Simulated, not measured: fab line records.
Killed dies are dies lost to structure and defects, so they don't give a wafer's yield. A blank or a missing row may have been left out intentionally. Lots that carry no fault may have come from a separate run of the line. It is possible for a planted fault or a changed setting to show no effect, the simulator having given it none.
Split-lot study	flow n5_finfet	7 lots, 21 wafers read, on a route of 1938 steps

THE SPLIT
At N5_PASSIVATION_PASS_ETCH_74 (etches SiNx in CF4/O2, target depth 220 nm, time 110 s), the setting source_w was moved away from the recipe's 535 W on 7 of the 21 wafers read, by -17.5% to +16.9%. For the rest of the wafers, this setting stayed at what the recipe calls for.

The reading comes from the split's own step.

THE READING
rf_vpp_V, in V, at N5_PASSIVATION_PASS_ETCH_74 (etches SiNx in CF4/O2, target depth 220 nm, time 110 s). A value of 241.4 V with a standard deviation of 2.8 V is what fault-free wafers of this fab line usually give.

wafer	tool, chamber at the split	source_w as run, W	against the recipe	rf_vpp_V, V	against lot-mates on the recipe
L075.2	rie_diel-02, 3	535	recipe	237.8	-
L075.4	rie_diel-02, 2	441.2	-17.5%	272.2	+31.4
L075.5	rie_diel-02, 2	535	recipe	243.8	-
L077.1	rie_diel-02, 3	535	recipe	238.4	-
L077.2	rie_diel-02, 2	507.1	-5.2%	251.6	+13.2
L077.3	rie_diel-02, 1	507.1	-5.2%	249.6	+11.2
L083.2	rie_diel-05, 2	535	recipe	238.5	-
L083.4	rie_diel-05, 2	535	recipe	238.1	-
L083.5	rie_diel-05, 0	535	recipe	242.7	-
L080.1	rie_diel-04, 1	535	recipe	236.7	-
L080.3	rie_diel-04, 2	535	recipe	243.8	-
L080.6	rie_diel-04, 2	535	recipe	242.6	-
L085.3	rie_diel-04, 2	535	recipe	244.6	-
L085.5	rie_diel-04, 0	535	recipe	239.3	-
L085.6	rie_diel-04, 3	535	recipe	243.7	-
L090.2	rie_diel-02, 3	625.5	+16.9%	220.9	-24.3
L090.5	rie_diel-02, 1	625.5	+16.9%	223.2	-22.0
L090.6	rie_diel-02, 2	535	recipe	245.2	-
L091.2	rie_diel-04, 2	461.8	-13.7%	261.8	+26.7
L091.3	rie_diel-04, 3	461.8	-13.7%	264.6	+29.5
L091.4	rie_diel-04, 1	535	recipe	235.1	-

THE FIT
A straight line over all 21 wafers: rf_vpp_V changes by -1.43 V for each +1% of source_w; r = -0.96; the points scatter about the line by 3.6 V.
The same after taking each lot's own level away (the mean of its wafers on the recipe; 21 wafers): -1.68 V for each +1%; r = -0.98; scatter 3.1 V.
The reading moves by 29 V for the largest change in source_w, on that fit.
The lots' own levels span 235.10 to 245.20 V, that is 3.6 times the standard deviation above.
Thus the slope moves with the lot-to-lot level: the two fits are different.
Check: +30.7 V against its lot-mates is what the line predicts for one of the wafers moved furthest among these (-17.5%) when that wafer is left out of the fit. It came out at +31.4 V against them.
Tool readings at the split's step, against how far the setting was moved: rf_vpp_V r = -0.96.

ADDITIONAL SPLITS CARRIED BY THESE WAFERS
These wafers also went through other splits before the reading. Each is held against what the fit with the lots' levels taken away leaves over:
other split on the same wafers	wafers away from the commonest value	r with rf_vpp_V (lot level and that fit taken away)
N5_MIM_BOT_LITHO_PEB_06 peb_time_s	as run: not given for these wafers	-
N5_PASSIVATION_EXPOSE_07 dose_mj	10	-0.21

THE WHOLE CHAIN: every reading that the file lists as answering this split, in the file's order
step	what it does	reading	change (the file's fit)	r (the file's)
N5_PASSIVATION_PASS_ETCH_74	etches SiNx in CF4/O2, target depth 220 nm, time 110 s	rf_vpp_V	-1.72 V for each +1% of the setting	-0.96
N5_PASSIVATION_PASS_ETCH_74	etches SiNx in CF4/O2, target depth 220 nm, time 110 s	etch.depth_nm (the simulator's own value, which no gauge read)	+1.94 nm for each +1% of the setting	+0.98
N5_PASSIVATION_PASS_ETCH_74	etches SiNx in CF4/O2, target depth 220 nm, time 110 s	TV_OPEN.cd_offset_nm (the simulator's own value, which no gauge read)	-0.0997 nm for each +1% of the setting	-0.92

THE FILE'S OWN FIT
rf_vpp_V changes by -1.72 V for each +1% of source_w, r = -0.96.
